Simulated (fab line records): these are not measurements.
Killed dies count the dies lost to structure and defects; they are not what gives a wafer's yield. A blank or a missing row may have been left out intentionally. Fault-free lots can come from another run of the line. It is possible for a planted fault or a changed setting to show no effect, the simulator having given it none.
Chamber matching || flow n5Finfet || N5_BEOL_M9_DESCUM_33 on rieDiel-01 has 4 sister chambers
The step chemistry O2, time 7 s. 7 wafers are shown with their chamber, then 9 later ones without.

## WAFERS PAIRED WITH THEIR CHAMBERS
{"wafer": "L080.6", "chamber": 2, "showerheadPlenumPTorr (Torr)": 2.12, "throttleValvePct (%)": 20.41}
{"wafer": "L076.4", "chamber": 1, "showerheadPlenumPTorr (Torr)": 2.07, "throttleValvePct (%)": 20.15}
{"wafer": "L091.2", "chamber": 0, "showerheadPlenumPTorr (Torr)": 1.98, "throttleValvePct (%)": 20.12}
{"wafer": "L091.5", "chamber": 1, "showerheadPlenumPTorr (Torr)": 2.06, "throttleValvePct (%)": 20.18}
{"wafer": "L092.2", "chamber": 3, "showerheadPlenumPTorr (Torr)": 2.11, "throttleValvePct (%)": 20.22}
{"wafer": "L092.3", "chamber": 0, "showerheadPlenumPTorr (Torr)": 1.98, "throttleValvePct (%)": 20.14}
{"wafer": "L092.4", "chamber": 3, "showerheadPlenumPTorr (Torr)": 2.11, "throttleValvePct (%)": 20.22}

## WAFERS MISSING THEIR CHAMBER
{"wafer": "L095.4", "showerheadPlenumPTorr (Torr)": 2.10, "throttleValvePct (%)": 20.24}
{"wafer": "L095.5", "showerheadPlenumPTorr (Torr)": 1.98, "throttleValvePct (%)": 20.15}
{"wafer": "L095.6", "showerheadPlenumPTorr (Torr)": 2.10, "throttleValvePct (%)": 20.21}
{"wafer": "L096.1", "showerheadPlenumPTorr (Torr)": 1.97, "throttleValvePct (%)": 20.15}
{"wafer": "L096.2", "showerheadPlenumPTorr (Torr)": 2.06, "throttleValvePct (%)": 20.21}
{"wafer": "L096.6", "showerheadPlenumPTorr (Torr)": 2.11, "throttleValvePct (%)": 20.45}
{"wafer": "L097.1", "showerheadPlenumPTorr (Torr)": 2.06, "throttleValvePct (%)": 20.19}
{"wafer": "L097.4", "showerheadPlenumPTorr (Torr)": 2.11, "throttleValvePct (%)": 20.44}
{"wafer": "L097.6", "showerheadPlenumPTorr (Torr)": 2.06, "throttleValvePct (%)": 20.19}

## CHAMBER TAKEN BY EACH
{"wafer": "L095.4", "from the rows above": 3, "in truth": 3}
{"wafer": "L095.5", "from the rows above": 0, "in truth": 0}
{"wafer": "L095.6", "from the rows above": 3, "in truth": 3}
{"wafer": "L096.1", "from the rows above": 0, "in truth": 0}
{"wafer": "L096.2", "from the rows above": 1, "in truth": 1}
{"wafer": "L096.6", "from the rows above": 2, "in truth": 2}
{"wafer": "L097.1", "from the rows above": 1, "in truth": 1}
{"wafer": "L097.4", "from the rows above": 2, "in truth": 2}
{"wafer": "L097.6", "from the rows above": 1, "in truth": 1}
Correct placement for 9 of the 9. From these rows, 0 cannot be placed. Wrongly placed: 0.
How it was worked out, from the rows above alone: a wafer's distance from a chamber is the root of the sum, over the readings, of the square of ((its reading less the chamber's mean) divided by the reading's scatter). If the next closest chamber is less than 2 further off than the closest, the wafer can't be placed; otherwise it belongs to the closest. A chamber's mean is the mean of its shown wafers. The scatter: take each reading less its chamber's mean, square it, sum over the shown wafers, divide by the number of wafers less the number of chambers, and take the root.
